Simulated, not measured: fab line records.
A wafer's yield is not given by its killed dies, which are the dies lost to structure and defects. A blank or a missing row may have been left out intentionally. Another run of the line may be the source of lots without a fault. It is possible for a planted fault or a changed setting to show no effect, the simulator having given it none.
Which tool was responsible? + flow n5Finfet + route of 1938 steps, sampled at 1 step: 9 lots, 27 wafers

WHAT EACH GAUGE READ, for each wafer
N5_BEOL_M4_RC_MEAS_101. Usual: DIBL_N 36.2 mV/V, standard deviation 1.6; DIBL_P 36.1 mV/V, standard deviation 2; IOFF_N 0.16 nA/um, standard deviation 0.032; IOFF_P 0.22 nA/um, standard deviation 0.036; ION_N 672 uA/um, standard deviation 11; ION_P 463 uA/um, standard deviation 7.5; SS_N 71.4 mV/dec, standard deviation 0.58; SS_P 73.2 mV/dec, standard deviation 0.67; VT_N 250 mV, standard deviation 3.3; VT_P -250 mV, standard deviation 3.3.
| lot  | measured     | on        | DIBL_N (mV/V)  | DIBL_P (mV/V)  | IOFF_N (nA/um) | IOFF_P (nA/um) | ION_N (uA/um) | ION_P (uA/um) | SS_N (mV/dec)  | SS_P (mV/dec)  | VT_N (mV)   | VT_P (mV)      | flag |
|------|--------------|-----------|----------------|----------------|----------------|----------------|---------------|---------------|----------------|----------------|-------------|----------------|------|
| L974 | day 8 13:38  | prober-02 | 36.3 37.3 37.1 | 35.6 37.0 36.1 | 0.16 0.18 0.16 | 0.23 0.25 0.22 | 683 680 680   | 474 465 472   | 71.8 71.7 71.6 | 73.3 73.5 73.8 | 247 247 248 | -250 -246 -250 |      |
| L976 | day 9 08:32  | prober-01 | 37.3 36.5 34.3 | 36.4 34.5 33.2 | 0.17 0.17 0.13 | 0.23 0.20 0.18 | 673 678 668   | 467 459 457   | 71.5 71.8 70.1 | 73.2 72.7 72.1 | 250 247 249 | -247 -249 -250 |      |
| L977 | day 10 01:50 | prober-02 | 36.2 35.3 37.4 | 36.8 34.3 39.0 | 0.15 0.12 0.18 | 0.20 0.17 0.23 | 654 665 671   | 455 461 458   | 72.1 71.8 71.7 | 73.0 72.3 74.2 | 252 255 248 | -251 -253 -250 |      |
| L979 | day 10 04:14 | prober-01 | 37.7 35.6 35.2 | 38.2 36.0 35.4 | 0.22 0.17 0.16 | 0.30 0.24 0.24 | 675 685 667   | 464 471 466   | 71.6 71.0 70.4 | 74.1 73.0 73.9 | 245 245 250 | -245 -248 -245 |      |
| L980 | day 10 08:41 | prober-02 | 37.7 37.3 37.0 | 37.1 38.2 38.0 | 0.17 0.16 0.16 | 0.24 0.26 0.24 | 675 678 682   | 471 471 466   | 71.8 71.5 71.5 | 73.0 74.0 72.8 | 247 248 249 | -246 -245 -246 |      |
| L992 | day 13 06:59 | prober-02 | 33.0 38.4 35.4 | 30.8 38.8 34.2 | 0.11 0.20 0.13 | 0.15 0.27 0.19 | 649 676 670   | 449 463 463   | 71.1 71.9 71.2 | 72.6 74.0 72.6 | 257 248 251 | -254 -244 -249 |      |
| L991 | day 13 17:14 | prober-02 | 40.5 37.6 38.3 | 38.1 34.2 34.9 | 0.21 0.15 0.16 | 0.27 0.20 0.20 | 666 660 653   | 462 462 457   | 71.8 71.4 71.7 | 73.7 72.6 72.8 | 246 250 251 | -247 -250 -250 |      |
| L990 | day 14 05:20 | prober-02 | 35.7 35.1 36.1 | 34.4 34.1 35.5 | 0.15 0.15 0.16 | 0.18 0.17 0.19 | 675 665 679   | 458 449 455   | 71.3 71.9 71.9 | 73.4 73.3 73.0 | 250 252 249 | -255 -251 -251 |      |
| L994 | day 15 03:51 | prober-02 | 38.7 36.5 34.7 | 39.5 37.2 35.7 | 0.20 0.16 0.13 | 0.25 0.22 0.20 | 694 679 661   | 469 470 465   | 72.4 72.2 71.4 | 73.6 73.4 72.2 | 244 250 252 | -246 -247 -252 |      |

WHICH TOOL RAN EACH LOT (tool, then ch and the chambers of the sampled wafers, then the start)
The record holds no process step before these readings.

AS READ BY THE TOOLS THEMSELVES (means over the sampled wafers that have a number; for cases with no such wafer, the mark the record gives instead)
The record holds no such reading with a usual standard deviation.

THE ANSWER, worked out from the rows above alone
Rule: a lot counts as off when the mean over its wafers that have a number is more than 3 standard deviations away from the usual mean. A lot without any number at a reading at which 4 lots or more have one is off too. All remaining lots with rows at the step are treated as sound. First the gauges in route order, then the tools' own readings, where a lot's mean is used as printed above. The first step at which some lot is off is used, and at that step the reading that is off furthest; a lot without a number counts as furthest.
Nothing can be told from this: no lot is off at any reading shown.

WHAT THE SIMULATOR HAD INSERTED
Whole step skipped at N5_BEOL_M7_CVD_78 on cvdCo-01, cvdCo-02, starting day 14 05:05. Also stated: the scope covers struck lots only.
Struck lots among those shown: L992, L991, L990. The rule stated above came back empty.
